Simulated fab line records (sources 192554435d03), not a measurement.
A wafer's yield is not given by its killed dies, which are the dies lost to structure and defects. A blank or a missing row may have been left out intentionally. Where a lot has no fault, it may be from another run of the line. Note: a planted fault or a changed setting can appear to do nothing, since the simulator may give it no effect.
fab line records	flow n5-finfet	part 1 of 2: steps 1 to 20 of 26
record lots=5	wafers=15	last-day=17
route steps=1938 shown BEOL_M0_SAQP@670
lots with no fault: from the same line, run without faults
start-h: start of the lot's first displayed wafer, in hours after the record's first day	wait-h: hours elapsed since this lot's preceding step	" unchanged from the row above	L1.1+2: several wafers, shown together as one row	- value missing, or start not given	* or withheld: withheld	< > ~ a bound
route shown NAME@n: NAME is a module with steps in the file, n the number in the route of the first one	usual: mean/standard deviation taken from wafers without a fault	same: alike in all rows	chamber/n: place in a boat	sites: the reading at each site	_std_site: standard deviation of those values	_edge_site: the outer-site mean with the inner-site mean subtracted	radius-mm: for every site, how far away it sits from the centre of the wafer	mask NAME#n: copy n	behind: tool/chamber where the wafer was last shaped	hold: cause of the lot's hold/its duration in hours/its outcome	device: whichever transistor did not switch (one of n, p or np)	end of line: the same wafers' tests at the end of the route	a step given without rows: its recipe and nothing more	killed: dies lost to structure and defects at the first sort, not the wafer's yield	map: shows each die of a wafer: x if killed, . if not, _ if none is there
set.NAME: the setting the step ran with; set.NAME@STEP: the setting that earlier step ran with	model.NAME: the simulator's own value behind a step, which no gauge read
lots at selected steps of the route; one table per step, one row per wafer
services: when a tool's chamber went out of use (start-h, in hours from the record's first day, below 0 if earlier), for how many hours, and the reason
## steps
# step N5_BEOL_M0_SAQP_RECESS_104
# recipe chemistry=HF/NH3	target=SiO2	target-depth-a=180	afs-cycles=3	temp-c=30	sublimation-temp-c=180	sublimation-time-s=60
# usual drypump-motor-current-A=6.27/0.26
# same afs-cycles=3
lot.wafer	tool	chamber	start-h	wait-h	drypump-motor-current-A
L075.2	vapor-etch-02	1	139.76	0.1	6.39
L075.4	"	1	"	"	6.39
L075.6	"	1	"	"	6.40
L080.3	vapor-etch-02	0	147.54	0.2	6.22
L080.4	"	1	"	"	6.40
L080.5	"	1	"	"	6.40
L087.2	vapor-etch-02	1	196.34	0.1	6.41
L087.4	"	0	"	"	6.26
L087.6	"	0	"	"	6.23
L093.2	vapor-etch-02	0	228.71	0.1	6.22
L093.3	"	1	"	"	6.43
L093.6	"	0	"	"	6.24
L097.3	vapor-etch-02	0	249.91	0.2	6.21
L097.4	"	1	"	"	6.41
L097.6	"	0	"	"	6.21
# step N5_BEOL_M0_SAQP_COAT_105
# recipe resist=SOC	temp-c=250	time-s=60	spin-rpm=1500	resist-thk-nm=100
# usual resist-line-temp-C=23.01/0.1
lot.wafer	tool	chamber	start-h	wait-h	resist-line-temp-C
L075.2	litho-track-04	0	140.15	0.3	23.12
L075.4	"	0	"	"	23.08
L075.6	"	0	"	"	22.97
L080.3	litho-track-04	0	147.81	0.2	23.00
L080.4	"	0	"	"	23.05
L080.5	"	0	"	"	23.03
L087.2	litho-track-04	0	196.73	0.3	23.12
L087.4	"	0	"	"	23.01
L087.6	"	0	"	"	23.00
L093.2	litho-track-02	0	229.10	0.3	23.16
L093.3	"	0	"	"	23.09
L093.6	"	0	"	"	23.02
L097.3	litho-track-05	0	250.18	0.2	22.93
L097.4	"	0	"	"	22.80
L097.6	"	0	"	"	22.91
# step N5_BEOL_M0_SAQP_ETCH_106
# recipe chemistry=N2/H2	target=SOC	target-depth-a=1500	stop-on=SiNx	ion-energy-ev=100	bias-w=61	pressure-mtorr=30	source-w=850	n2-flow-sccm=200	h2-flow-sccm=200
# usual drypump-motor-current-A=5.6/0.45	oes-product-au=0.79/0.1	rf-vpp-V=241.0/1.4	showerhead-plenum-p-Torr=2.56/0.085	throttle-valve-pct=17.8/0.39
lot.wafer	tool	chamber	start-h	wait-h	drypump-motor-current-A	oes-product-au	rf-hours-counter-h	rf-vpp-V	showerhead-plenum-p-Torr	throttle-valve-pct
L075.2	rie-diel-04	3	140.21	-	5.0	0.91	16	241.3	2.59	17.3
L075.4	"	3	"	"	5.0	0.90	-	242.0	2.59	17.3
L075.6	"	2	"	"	4.9	0.82	-	239.7	2.58	17.7
L080.3	rie-diel-04	2	147.87	-	5.0	0.81	78	242.0	2.58	17.7
L080.4	"	1	"	"	6.2	0.68	224	238.3	2.41	18.1
L080.5	"	2	"	"	4.9	0.82	-	242.1	2.58	17.7
L087.2	rie-diel-05	0	196.84	-	6.5	0.71	197	241.6	2.62	18.1
L087.4	"	2	"	"	5.8	0.91	23	239.1	2.49	17.5
L087.6	"	0	"	"	6.5	0.71	-	241.9	2.62	18.1
L093.2	rie-diel-02	0	229.16	-	6.0	0.71	203	241.8	2.52	18.0
L093.3	"	2	"	"	5.7	0.97	1	240.7	2.50	17.8
L093.6	"	0	"	"	6.0	0.71	-	241.7	2.52	18.0
L097.3	rie-diel-02	0	250.24	-	6.0	0.70	209	241.3	2.51	18.0
L097.4	"	0	"	"	6.0	0.70	-	241.4	2.52	18.0
L097.6	"	1	"	"	5.8	0.70	-	241.7	2.65	18.3
# step N5_BEOL_M0_SAQP_ETCH_107
# recipe chemistry=CH3F/O2	target=SiNx	target-depth-a=300	mask-material=SOC	pressure-mtorr=30	source-w=395	bias-w=73	Ar_flow_sccm=150	CH3F_flow_sccm=30	O2_flow_sccm=20	ion-energy-ev=120
# usual drypump-motor-current-A=5.6/0.45	oes_ar_750_au=0.80/0.1	oes-product-au=0.79/0.11	rf-vpp-V=299/8.9	showerhead-plenum-p-Torr=2.01/0.073	throttle-valve-pct=16.3/0.33
lot.wafer	tool	chamber	start-h	wait-h	drypump-motor-current-A	oes_ar_750_au	oes-product-au	rf-hours-counter-h	rf-vpp-V	showerhead-plenum-p-Torr	throttle-valve-pct
L075.2	rie-diel-04	3	140.27	0.0	5.0	0.90	0.92	16	303	2.06	16.0
L075.4	"	3	"	"	5.0	0.91	0.92	-	304	2.06	16.0
L075.6	"	2	"	"	4.9	0.84	0.83	-	283	2.03	16.3
L080.3	rie-diel-04	2	147.93	0.0	4.9	0.83	0.82	78	284	2.03	16.3
L080.4	"	1	"	"	6.2	0.69	0.70	224	304	1.92	16.7
L080.5	"	2	"	"	4.9	0.84	0.83	-	284	2.03	16.3
L087.2	rie-diel-05	0	196.90	0.0	6.4	0.71	0.71	197	309	2.09	16.8
L087.4	"	2	"	"	5.8	0.93	0.91	23	291	1.94	16.0
L087.6	"	0	"	"	6.4	0.72	0.71	-	308	2.09	16.8
L093.2	rie-diel-02	0	229.22	0.0	6.0	0.72	0.72	203	303	1.98	16.5
L093.3	"	2	"	"	5.7	0.99	0.99	1	292	1.98	16.4
L093.6	"	0	"	"	6.0	0.71	0.72	-	303	1.98	16.6
L097.3	rie-diel-02	0	250.30	0.0	6.0	0.71	0.71	209	302	1.98	16.6
L097.4	"	0	"	"	5.9	0.71	0.72	-	303	1.98	16.5
L097.6	"	1	"	"	5.8	0.72	0.70	-	292	2.07	16.6
# step N5_BEOL_M0_SAQP_STRIP_108
# recipe chemistry=N2/H2	power-w=500	temp-c=40	pressure-mtorr=50	rf-frequency-hz=6e+07	overash-fraction=0.3	bias-power-w=28	h2-frac=0.5	n2-flow-sccm=300	h2-flow-sccm=300
# usual drypump-motor-current-A=5.6/0.45	oes-product-au=0.79/0.1	power-w=500.0/1.5	rf-vpp-V=121.9/1.1	showerhead-plenum-p-Torr=3.38/0.11	throttle-valve-pct=18.9/0.52
lot.wafer	tool	chamber	start-h	wait-h	drypump-motor-current-A	oes-product-au	power-w	rf-hours-counter-h	rf-vpp-V	showerhead-plenum-p-Torr	throttle-valve-pct
L075.2	rie-diel-04	3	140.31	0.0	5.0	0.92	499.6	16	121.3	3.43	18.5
L075.4	"	3	"	"	5.0	0.92	500.9	-	122.7	3.42	18.5
L075.6	"	2	"	"	4.9	0.81	499.2	-	121.0	3.41	18.6
L080.3	rie-diel-04	2	147.97	0.0	4.9	0.81	500.9	78	122.3	3.41	18.6
L080.4	"	1	"	"	6.2	0.69	499.3	224	120.5	3.19	19.4
L080.5	"	2	"	"	4.9	0.81	500.6	-	121.4	3.41	18.7
L087.2	rie-diel-05	0	196.94	0.0	6.5	0.70	501.7	197	121.3	3.45	19.4
L087.4	"	2	"	"	5.8	0.91	500.0	23	122.5	3.30	18.5
L087.6	"	0	"	"	6.5	0.70	500.6	-	120.9	3.45	19.5
L093.2	rie-diel-02	0	229.26	0.0	6.0	0.72	499.8	203	120.8	3.33	19.1
L093.3	"	2	"	"	5.7	0.99	500.6	1	122.0	3.31	19.0
L093.6	"	0	"	"	6.0	0.73	497.8	-	122.1	3.33	19.2
L097.3	rie-diel-02	0	250.34	0.0	6.0	0.73	501.2	209	121.5	3.32	19.1
L097.4	"	0	"	"	6.0	0.72	500.8	-	120.7	3.32	19.1
L097.6	"	1	"	"	5.9	0.70	499.0	-	121.4	3.49	19.7
# step N5_BEOL_M0_SAQP_RECESS_109
# recipe chemistry=HF/NH3	target=SiO2	target-depth-a=30	afs-cycles=1	temp-c=30	sublimation-temp-c=180	sublimation-time-s=60
# usual drypump-motor-current-A=6.2/0.33
# same afs-cycles=1
lot.wafer	tool	chamber	start-h	wait-h	drypump-motor-current-A
L075.2	vapor-etch-01	0	140.46	0.1	6.5
L075.4	"	1	"	"	5.6
L075.6	"	1	"	"	5.6
L080.3	vapor-etch-01	1	148.07	0.1	5.6
L080.4	"	0	"	"	6.5
L080.5	"	1	"	"	5.6
L087.2	vapor-etch-02	1	197.00	0.0	6.4
L087.4	"	0	"	"	6.2
L087.6	"	1	"	"	6.4
L093.2	vapor-etch-02	0	229.32	0.0	6.2
L093.3	"	0	"	"	6.2
L093.6	"	1	"	"	6.4
L097.3	vapor-etch-02	0	250.44	0.1	6.2
L097.4	"	1	"	"	6.4
L097.6	"	0	"	"	6.2
# step N5_BEOL_M0_SAQP_SPACER2_ALD_26
# recipe material=SiO2	target-thk-a=150	temp-c=300	ald-precursor-family=BDEAS	ald-co-reactant=O2-plasma	pulse-time-s=1	purge-time-s=2	co-reactant-purge-time-s=2	pressure-torr=2
# usual heater-power-w=485/46	precursor-pulse-height-rel=1.002/0.021
# same purge-time-s=2
lot.wafer	tool	chamber	start-h	wait-h	heater-power-w	precursor-pulse-height-rel
L075.2	ald-sin-02	0	142.25	1.7	414	0.972
L075.4	"	3	"	"	504	0.983
L075.6	"	0	"	"	426	0.999
L080.3	ald-sin-03	3	148.17	0.1	463	0.993
L080.4	"	2	"	"	531	1.055
L080.5	"	2	"	"	541	1.038
L087.2	ald-sin-04	0	197.14	0.1	472	1.023
L087.4	"	1	"	"	458	1.015
L087.6	"	3	"	"	513	1.014
L093.2	ald-sin-04	2	229.47	0.1	507	0.985
L093.3	"	0	"	"	491	0.972
L093.6	"	1	"	"	482	1.006
L097.3	ald-sin-03	0	250.54	0.1	544	0.984
L097.4	"	2	"	"	530	0.995
L097.6	"	1	"	"	439	0.991
# step N5_BEOL_M0_SAQP_SPACER2_ETCHBACK_27
# recipe chemistry=CHF3/O2	mode=anisotropic-etchback	target=SiO2	target-depth-a=225	time-s=11.25	pressure-mtorr=30	source-w=650	bias-w=170	Ar_flow_sccm=200	CHF3_flow_sccm=50	O2_flow_sccm=5	ion-energy-ev=200
# usual drypump-motor-current-A=5.6/0.42	oes_ar_750_au=0.79/0.098	oes-product-au=0.79/0.1	rf-vpp-V=526/14	showerhead-plenum-p-Torr=2.44/0.078	throttle-valve-pct=18.9/0.31
lot.wafer	tool	chamber	start-h	wait-h	drypump-motor-current-A	oes_ar_750_au	oes-product-au	rf-hours-counter-h	rf-vpp-V	showerhead-plenum-p-Torr	throttle-valve-pct
L075.2	rie-diel-04	1	142.80	0.3	6.2	0.69	0.69	222	537	2.32	19.2
L075.4	"	0	"	"	5.3	0.99	0.99	0	554	2.55	18.3
L075.6	"	1	"	"	6.2	0.70	0.70	-	536	2.32	19.2
L080.3	rie-diel-02	0	148.72	0.3	6.1	0.73	0.73	177	536	2.40	19.0
L080.4	"	2	"	"	5.7	0.71	0.70	236	513	2.39	19.3
L080.5	"	3	"	"	5.4	0.89	0.91	-	531	2.54	18.6
L087.2	rie-diel-04	3	197.69	0.3	5.0	0.87	0.88	32	535	2.48	18.5
L087.4	"	0	"	"	5.3	0.93	0.93	16	554	2.55	18.3
L087.6	"	3	"	"	5.0	0.88	0.88	-	534	2.48	18.5
L093.2	rie-diel-02	2	230.01	0.3	5.7	0.99	1.00	1	513	2.38	18.9
L093.3	"	1	"	"	5.8	0.73	0.70	195	516	2.49	19.1
L093.6	"	1	"	"	5.9	0.73	0.71	-	518	2.49	19.1
L097.3	rie-diel-02	1	251.09	0.3	5.8	0.72	0.70	201	519	2.49	19.1
L097.4	"	0	"	"	6.0	0.71	0.71	-	536	2.39	19.1
L097.6	"	1	"	"	5.8	0.73	0.69	-	518	2.49	19.1
# step N5_BEOL_M0_SAQP_MANDREL2_REMOVE_110
# recipe chemistry=HBr/Cl2/O2	bt-time-s=10	target=a-Si	stop-on=SiCN	endpoint=OES-SiCl	over-etch-frac=1	icp-w=600	bias-w=30	HBr_flow_sccm=150	Cl2_flow_sccm=80	O2_flow_sccm=5	pressure-mtorr=10
# usual drypump-motor-current-A=5.6/0.51	oes-product-au=0.995/0.022	throttle-valve-pct=36.5/0.34
lot.wafer	tool	chamber	start-h	wait-h	drypump-motor-current-A	oes-product-au	rf-hours-counter-h	throttle-valve-pct
L075.2	rie-si-02	3	142.89	0.1	5.5	0.984	128	37.0
L075.4	"	2	"	"	6.4	0.971	141	36.0
L075.6	"	2	"	"	6.4	0.974	-	36.0
L080.3	rie-si-03	0	148.81	0.1	5.9	1.024	4	36.6
L080.4	"	2	"	"	4.7	0.984	117	36.1
L080.5	"	2	"	"	4.7	0.983	-	36.1
L087.2	rie-si-06	3	197.78	0.1	5.3	1.007	3	36.0
L087.4	"	2	"	"	4.8	0.991	144	36.6
L087.6	"	2	"	"	4.8	0.993	-	36.6
L093.2	rie-si-02	1	230.10	0.1	5.6	1.048	20	36.7
L093.3	"	0	"	"	5.8	0.994	173	36.3
L093.6	"	1	"	"	5.7	1.054	-	36.7
L097.3	rie-si-02	2	251.18	0.1	6.4	0.966	143	36.0
L097.4	"	0	"	"	5.8	0.997	173	36.3
L097.6	"	3	"	"	5.5	0.981	-	36.9
# step N5_BEOL_M0_SAQP_CD_MEAS_29
# recipe target-cd-nm=14.4	landing-energy-ev=1000	detector=se-inlens
# usual cd-nm=15.09/0.26
lot.wafer	tool	chamber	start-h	wait-h	cd-nm
L075.2	cd-sem-01	0	143.00	0.1	15.21
L075.4	"	0	"	"	15.48
L075.6	"	0	"	"	15.38
L080.3	cd-sem-01	0	148.92	0.1	14.55
L080.4	"	0	"	"	15.02
L080.5	"	0	"	"	14.91
L087.2	cd-sem-02	0	197.89	0.1	15.25
L087.4	"	0	"	"	14.80
L087.6	"	0	"	"	14.93
L093.2	cd-sem-02	0	230.21	0.1	14.80
L093.3	"	0	"	"	15.20
L093.6	"	0	"	"	14.93
L097.3	cd-sem-02	0	251.29	0.1	15.59
L097.4	"	0	"	"	14.85
L097.6	"	0	"	"	14.86
# step N5_BEOL_M0_SAQP_COAT_69
# recipe resist=SOC	temp-c=250	time-s=60	spin-rpm=1500	resist-thk-nm=90
# usual resist-line-temp-C=23.01/0.11
lot.wafer	tool	chamber	start-h	wait-h	resist-line-temp-C
L075.2	litho-track-04	0	143.04	0.0	23.00
L075.4	"	0	"	"	23.13
L075.6	"	0	"	"	23.04
L080.3	litho-track-02	0	148.96	0.0	23.20
L080.4	"	0	"	"	23.14
L080.5	"	0	"	"	23.08
L087.2	litho-track-04	0	197.93	0.0	22.85
L087.4	"	0	"	"	23.06
L087.6	"	0	"	"	22.90
L093.2	litho-track-05	0	230.25	0.0	22.98
L093.3	"	0	"	"	23.10
L093.6	"	0	"	"	22.95
L097.3	litho-track-02	0	251.33	0.0	22.85
L097.4	"	0	"	"	23.02
L097.6	"	0	"	"	22.82
# step N5_BEOL_M0_SAQP_COAT_72
# recipe resist=SiARC	temp-c=220	time-s=60	spin-rpm=1500	resist-thk-nm=15
# usual resist-line-temp-C=22.99/0.11
lot.wafer	tool	chamber	start-h	wait-h	resist-line-temp-C
L075.2	litho-track-04	0	-	-	22.92
L075.4	"	0	"	"	22.81
L075.6	"	0	"	"	22.90
L080.3	litho-track-02	0	-	-	23.01
L080.4	"	0	"	"	23.23
L080.5	"	0	"	"	22.93
L087.2	litho-track-04	0	-	-	22.87
L087.4	"	0	"	"	23.11
L087.6	"	0	"	"	22.95
L093.2	litho-track-05	0	-	-	22.83
L093.3	"	0	"	"	22.91
L093.6	"	0	"	"	23.06
L097.3	litho-track-02	0	-	-	22.92
L097.4	"	0	"	"	22.95
L097.6	"	0	"	"	23.02
# step N5_BEOL_M0_SAQP_COAT_87
# recipe resist=underlayer	temp-c=205	time-s=60	spin-rpm=1500	resist-thk-nm=5
# usual resist-line-temp-C=23.01/0.11
lot.wafer	tool	chamber	start-h	wait-h	resist-line-temp-C
L075.2	litho-track-04	0	-	-	22.82
L075.4	"	0	"	"	22.91
L075.6	"	0	"	"	22.91
L080.3	litho-track-02	0	-	-	22.89
L080.4	"	0	"	"	23.08
L080.5	"	0	"	"	23.14
L087.2	litho-track-04	0	-	-	23.19
L087.4	"	0	"	"	23.18
L087.6	"	0	"	"	23.05
L093.2	litho-track-05	0	-	-	22.95
L093.3	"	0	"	"	23.21
L093.6	"	0	"	"	23.06
L097.3	litho-track-02	0	-	-	23.01
L097.4	"	0	"	"	22.96
L097.6	"	0	"	"	22.89
# step N5_BEOL_M0_SAQP_COAT_34
# recipe resist=CAR-EUV	spin-rpm=1500	resist-thk-nm=30
# usual resist-line-temp-C=22.97/0.13
lot.wafer	tool	chamber	start-h	wait-h	resist-line-temp-C
L075.2	litho-track-04	0	-	-	23.00
L075.4	"	0	"	"	22.77
L075.6	"	0	"	"	22.94
L080.3	litho-track-02	0	-	-	22.99
L080.4	"	0	"	"	22.96
L080.5	"	0	"	"	22.95
L087.2	litho-track-04	0	-	-	22.89
L087.4	"	0	"	"	22.96
L087.6	"	0	"	"	22.77
L093.2	litho-track-05	0	-	-	23.04
L093.3	"	0	"	"	23.28
L093.6	"	0	"	"	23.08
L097.3	litho-track-02	0	-	-	23.00
L097.4	"	0	"	"	22.95
L097.6	"	0	"	"	22.93
# step N5_BEOL_M0_SAQP_EBR_36
# recipe solvent=PGMEA	ebr-width-mm=1.5
# usual resist-line-temp-C=23.01/0.12
# same ebr-width-mm=1.5
lot.wafer	tool	chamber	start-h	wait-h	resist-line-temp-C
L075.2	litho-track-04	0	-	-	22.98
L075.4	"	0	"	"	22.99
L075.6	"	0	"	"	23.26
L080.3	litho-track-02	0	-	-	22.96
L080.4	"	0	"	"	22.92
L080.5	"	0	"	"	22.97
L087.2	litho-track-04	0	-	-	22.82
L087.4	"	0	"	"	22.89
L087.6	"	0	"	"	22.72
L093.2	litho-track-05	0	-	-	22.94
L093.3	"	0	"	"	23.02
L093.6	"	0	"	"	22.76
L097.3	litho-track-02	0	-	-	22.88
L097.4	"	0	"	"	23.05
L097.6	"	0	"	"	23.01
# step N5_BEOL_M0_SAQP_SOFTBAKE_35
# recipe temp-c=110	time-s=60	resist=CAR-EUV
# usual resist-line-temp-C=22.99/0.11
lot.wafer	tool	chamber	start-h	wait-h	resist-line-temp-C
L075.2	litho-track-04	0	-	-	22.83
L075.4	"	0	"	"	23.01
L075.6	"	0	"	"	22.89
L080.3	litho-track-02	0	-	-	22.94
L080.4	"	0	"	"	22.98
L080.5	"	0	"	"	22.81
L087.2	litho-track-04	0	-	-	23.01
L087.4	"	0	"	"	23.13
L087.6	"	0	"	"	22.90
L093.2	litho-track-05	0	-	-	23.07
L093.3	"	0	"	"	22.90
L093.6	"	0	"	"	22.93
L097.3	litho-track-02	0	-	-	22.80
L097.4	"	0	"	"	22.84
L097.6	"	0	"	"	22.95
# step N5_BEOL_M0_SAQP_EXPOSE_37
# recipe mask-id=M0_CUT1	na=0.33	source-shape=annular	sigma-inner=0.35	sigma-outer=0.8	polarization=unpolarized	target-cd-nm=30	dose-mj=44.75
lot.wafer	tool	chamber	start-h	wait-h	mask
L075.2+4+6	euv-scanner-02	0	143.18	-	M0_CUT1#0
L080.3+4+5	euv-scanner-01	0	149.11	-	M0_CUT1#0
L087.2+4+6	euv-scanner-02	0	198.20	-	M0_CUT1#0
L093.2+3+6	euv-scanner-02	0	230.39	-	M0_CUT1#0
L097.3+4+6	euv-scanner-01	0	251.48	-	M0_CUT1#0
# step N5_BEOL_M0_SAQP_PEB_38
# recipe peb-temp-c=100	peb-time-s=60	resist=CAR-EUV
# usual resist-line-temp-C=23.01/0.11
lot.wafer	tool	chamber	start-h	wait-h	resist-line-temp-C
L075.2	litho-track-05	0	143.24	0.1	22.98
L075.4	"	0	"	"	22.96
L075.6	"	0	"	"	23.07
L080.3	litho-track-05	0	149.16	0.0	23.00
L080.4	"	0	"	"	22.85
L080.5	"	0	"	"	23.10
L087.2	litho-track-02	0	198.26	0.1	23.02
L087.4	"	0	"	"	22.92
L087.6	"	0	"	"	22.97
L093.2	litho-track-04	0	230.45	0.1	22.99
L093.3	"	0	"	"	23.08
L093.6	"	0	"	"	22.96
L097.3	litho-track-04	0	251.53	0.0	22.96
L097.4	"	0	"	"	23.00
L097.6	"	0	"	"	23.01
# step N5_BEOL_M0_SAQP_DEVELOP_39
# recipe develop-time-s=30	developer=TMAH	resist=CAR-EUV	rinse-liquid=surfactant-rinse	dry=air-spin	dev-temp-c=23
# usual resist-line-temp-C=23.03/0.12
lot.wafer	tool	chamber	start-h	wait-h	resist-line-temp-C
L075.2	litho-track-05	0	-	-	23.02
L075.4	"	0	"	"	22.87
L075.6	"	0	"	"	23.02
L080.3	litho-track-05	0	-	-	23.09
L080.4	"	0	"	"	23.16
L080.5	"	0	"	"	23.11
L087.2	litho-track-02	0	-	-	23.25
L087.4	"	0	"	"	23.18
L087.6	"	0	"	"	23.06
L093.2	litho-track-04	0	-	-	23.03
L093.3	"	0	"	"	23.07
L093.6	"	0	"	"	22.79
L097.3	litho-track-04	0	-	-	22.80
L097.4	"	0	"	"	22.99
L097.6	"	0	"	"	22.79
# step N5_BEOL_M0_SAQP_CD_MEAS_40
# recipe target-cd-nm=30	landing-energy-ev=500	detector=se-inlens
# usual cd-nm=29.94/0.29
lot.wafer	tool	chamber	start-h	wait-h	cd-nm
L075.2	cd-sem-02	0	143.31	-	29.37
L075.4	"	0	"	"	29.90
L075.6	"	0	"	"	29.40
L080.3	cd-sem-01	0	149.23	-	29.94
L080.4	"	0	"	"	29.73
L080.5	"	0	"	"	29.67
L087.2	cd-sem-01	0	198.32	-	29.82
L087.4	"	0	"	"	29.85
L087.6	"	0	"	"	30.18
L093.2	cd-sem-03	0	230.52	-	29.96
L093.3	"	0	"	"	29.56
L093.6	"	0	"	"	30.37
L097.3	cd-sem-03	0	251.60	-	30.04
L097.4	"	0	"	"	30.01
L097.6	"	0	"	"	29.87
